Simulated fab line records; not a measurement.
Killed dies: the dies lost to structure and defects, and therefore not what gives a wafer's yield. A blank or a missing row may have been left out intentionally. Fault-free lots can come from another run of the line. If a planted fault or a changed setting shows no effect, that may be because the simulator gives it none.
8D (eight disciplines) problem report, filled in by code ; flow nandHarc ; the parts of the form that need people (team, actions taken, sign-off) are left out

1. THE ISSUE
Mean of cdNm at NHARC_A_CHANNEL_HOLE_D2_CD_MEAS_31: 0.4 nm across 6 wafers in 2 lots; on wafers with no fault it is 89.4 nm (standard deviation 1.3). That is -68 standard deviations from the usual mean.
First seen on wafer L417.1, day 18 12:01, on cdSem-03. Wafers with a number at this step in the record: 30, from 10 lots. By rule, "out" or "out of limits" means more than 4 standard deviations away from the usual mean. All remaining wafers that have a number are taken as sound.

2. WHAT IT IS AND WHAT IT IS NOT
question;is;is not
which readings at this step;cdNm;-
which lots;L417, L420;L410, L411, L414, L415, L416, L428, L429, L430
which wafers of those lots;all that have a number;-
read on which gauges;cdSem-03;cdSem-01, cdSem-02
when;from day 18 12:01;"up to then (15 sound wafers); but 9 sound wafers of L428, L429, L430 came after"

3. THE SUSPECTS, EACH WITH WHAT RULES IT OUT
Counting: a tool at a process step up to the reading stays a suspect if it ran every lot that is out and no sound lot after the first of them.
- ruled out: the gauge at NHARC_A_CHANNEL_HOLE_D2_CD_MEAS_31. All the wafers that are out were read on cdSem-03, but those of them that NHARC_A_CHANNEL_HOLE_D2_XSEM_32 has rows for are out there too, on other tools.
- harEtch-02 at NHARC_A_CHANNEL_HOLE_D2_ETCH_20 (etches the open film in C4F8/O2/Ar, time 361.9 s, target depth 1600 nm): ruled out as a lasting fault. Sound lots L429, L430 ran on it after its first lot that is out, L417 (day 18 06:37).
- harEtch-02 at NHARC_A_CHANNEL_HOLE_D2_ETCH_25 (etches the open film in C4F8/O2/Ar, time 1040.2 s, target depth 1500 nm): ruled out as a lasting fault. Sound lots L429, L430 ran on it after its first lot that is out, L417 (day 18 09:24).
- harEtch-02 at NHARC_A_CHANNEL_HOLE_D2_ETCH_26 (etches the open film in C4F8/O2/Ar, time 224.1 s, target depth 300 nm): ruled out as a lasting fault. Sound lots L429, L430 ran on it after its first lot that is out, L417 (day 18 10:16).
Left after counting: nothing in the record.

4. THE CAUSE (what the simulator had put in)
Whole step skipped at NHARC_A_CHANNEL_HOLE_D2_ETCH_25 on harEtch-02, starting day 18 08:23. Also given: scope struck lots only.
The count ruled it out by mistake, since the rule takes a fault to strike every lot its tool runs from the start of the fault on, and this one did not do so.

5. THE EFFECT CHAIN, in route order
Rows list readings where the struck wafers' mean (over those with a number) sits beyond 3 standard deviations from the usual. Only readings for which the record gives a usual standard deviation are gone through. hours: the time from each lot's start at the first step in this table that gives one to its start at this step, as a median over the lots. sigmas: the change in usual standard deviations.
hours;step;reading;usual;on struck wafers;change;sigmas
0;NHARC_A_CHANNEL_HOLE_D2_CD_MEAS_31;cdNm;89.4 nm;0.4;-89.0;-68
0;NHARC_A_CHANNEL_HOLE_D2_XSEM_32;botCdNm;73.8 nm;0.4;-73.4;-52
0;NHARC_A_CHANNEL_HOLE_D2_XSEM_32;bowNm;8.61 nm;0.67;-7.94;-27
260;NHARC_END_SORT_01;killedAtArray;54;670;+616;+29
260;NHARC_END_SORT_01;killedDies;58;677;+619;+29
Process steps it contains:
- NHARC_A_CHANNEL_HOLE_D2_XSEM_32
Readings that are blank on the struck wafers while sound wafers have them: c4f8FlowSccm at NHARC_A_CHANNEL_HOLE_D2_ETCH_25; chamberPressureMTorr at NHARC_A_CHANNEL_HOLE_D2_ETCH_25; drypumpMotorCurrentA at NHARC_A_CHANNEL_HOLE_D2_ETCH_25; heBacksideLeakSccm at NHARC_A_CHANNEL_HOLE_D2_ETCH_25; o2FlowSccm at NHARC_A_CHANNEL_HOLE_D2_ETCH_25; showerheadPlenumPTorr at NHARC_A_CHANNEL_HOLE_D2_ETCH_25; throttleValvePct at NHARC_A_CHANNEL_HOLE_D2_ETCH_25.
At these later measuring or inspecting steps, every struck wafer for which the step has a row has a number for every such reading, and none has moved that far: NHARC_A_CHANNEL_HOLE_D2_INSPECT_40.

6. HOW IT WOULD HAVE BEEN CAUGHT EARLIER
Counted from the fault's start at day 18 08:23, it took 4 hours until the first out-of-limits reading at a measuring or inspecting step in this record, taken at day 18 12:01.
At NHARC_A_CHANNEL_HOLE_D2_ETCH_25 the tool's readings are blank on the struck wafers, where sound wafers have them: an empty tool record is the first sign, and it was there at once.
